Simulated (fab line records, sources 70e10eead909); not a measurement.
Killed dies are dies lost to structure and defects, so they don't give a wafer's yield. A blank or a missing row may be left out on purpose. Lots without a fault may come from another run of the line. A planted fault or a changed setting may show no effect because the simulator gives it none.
Chamber matching | flow nand_harc | NHARC_P_GATE_DESCUM_93 on rie_diel-04: 4 sister chambers
The step chemistry O2, time 3 s. 24 wafers are shown with their chamber, then 12 later ones without.

WAFERS WITH THEIR CHAMBER
wafer  | chamber | showerhead_plenum_p_Torr (Torr) | drypump_motor_current_A (A) | oes_product_au (a.u.)
L074.1 | 3       | 1.98                            | 5.5                         | 0.994
L074.2 | 0       | 1.90                            | 5.8                         | 0.996
L074.6 | 2       | 1.93                            | 5.4                         | 0.991
L075.1 | 3       | 1.97                            | 5.5                         | 0.989
L075.3 | 1       | 1.99                            | 5.8                         | 0.995
L075.6 | 1       | 1.99                            | 5.8                         | 0.997
L077.1 | 3       | 1.97                            | 5.5                         | 0.985
L077.5 | 0       | 1.90                            | 5.8                         | 1.004
L077.6 | 3       | 1.97                            | 5.5                         | 0.998
L082.1 | 2       | 1.93                            | 5.4                         | 0.999
L082.2 | 3       | 1.97                            | 5.5                         | 1.005
L082.4 | 0       | 1.90                            | 5.8                         | 1.004
L084.2 | 1       | 1.99                            | 5.8                         | 0.996
L084.3 | 3       | 1.97                            | 5.5                         | 1.002
L084.5 | 2       | 1.93                            | 5.4                         | 0.997
L088.1 | 0       | 1.90                            | 5.7                         | 1.011
L088.3 | 1       | 1.99                            | 5.8                         | 0.986
L088.4 | 3       | 1.97                            | 5.5                         | 1.004
L090.1 | 3       | 1.97                            | 5.5                         | 1.003
L090.3 | 2       | 1.92                            | 5.4                         | 1.020
L090.5 | 2       | 1.93                            | 5.4                         | 1.007
L092.1 | 3       | 1.97                            | 5.5                         | 1.004
L092.2 | 2       | 1.92                            | 5.4                         | 1.010
L092.4 | 0       | 1.90                            | 5.8                         | 1.016

SIGNATURES (means of the wafers above)
reading                  | chamber 0 | chamber 1 | chamber 2 | chamber 3 | scatter within a chamber
showerhead_plenum_p_Torr | 1.9000    | 1.9900    | 1.9267    | 1.9711    | 0.00333
drypump_motor_current_A  | 5.780     | 5.800     | 5.400     | 5.500     | 0.02
oes_product_au           | 1.00620   | 0.99350   | 1.00400   | 0.99822   | 0.008
Rule: a wafer's distance from a chamber is the root of the sum, over the readings, of the square of ((its reading less the chamber's mean) divided by the reading's scatter). The wafer belongs to the nearest chamber; if the next one is less than 2 further off, it can't be placed. The scatter: the root of (the sum of the squares of (reading less its chamber's mean) over the shown wafers, divided by (wafers less chambers)).

WAFERS WITHOUT THEIR CHAMBER
wafer  | showerhead_plenum_p_Torr (Torr) | drypump_motor_current_A (A) | oes_product_au (a.u.)
L093.1 | 1.99                            | 5.8                         | 0.990
L093.5 | 1.97                            | 5.5                         | 0.998
L093.6 | 1.90                            | 5.8                         | 0.998
L094.1 | 1.90                            | 5.8                         | 1.004
L094.4 | 1.97                            | 5.5                         | 1.008
L094.6 | 1.97                            | 5.5                         | 1.011
L096.1 | 1.92                            | 5.4                         | 1.006
L096.3 | 1.90                            | 5.8                         | 1.014
L096.6 | 1.98                            | 5.9                         | 0.996
L097.1 | 1.97                            | 5.5                         | 1.002
L097.2 | 1.90                            | 5.8                         | 1.010
L097.4 | 1.92                            | 5.4                         | 0.989

WHICH CHAMBER EACH WENT THROUGH
wafer  | from the rows above | in truth
L093.1 | 1                   | 1
L093.5 | 3                   | 3
L093.6 | 0                   | 0
L094.1 | 0                   | 0
L094.4 | 3                   | 3
L094.6 | 3                   | 3
L096.1 | 2                   | 2
L096.3 | 0                   | 0
L096.6 | 1                   | 1
L097.1 | 3                   | 3
L097.2 | 0                   | 0
L097.4 | 2                   | 2
Placed correctly: 12 of 12. Can't be placed from these rows: 0. Placed wrongly: 0.
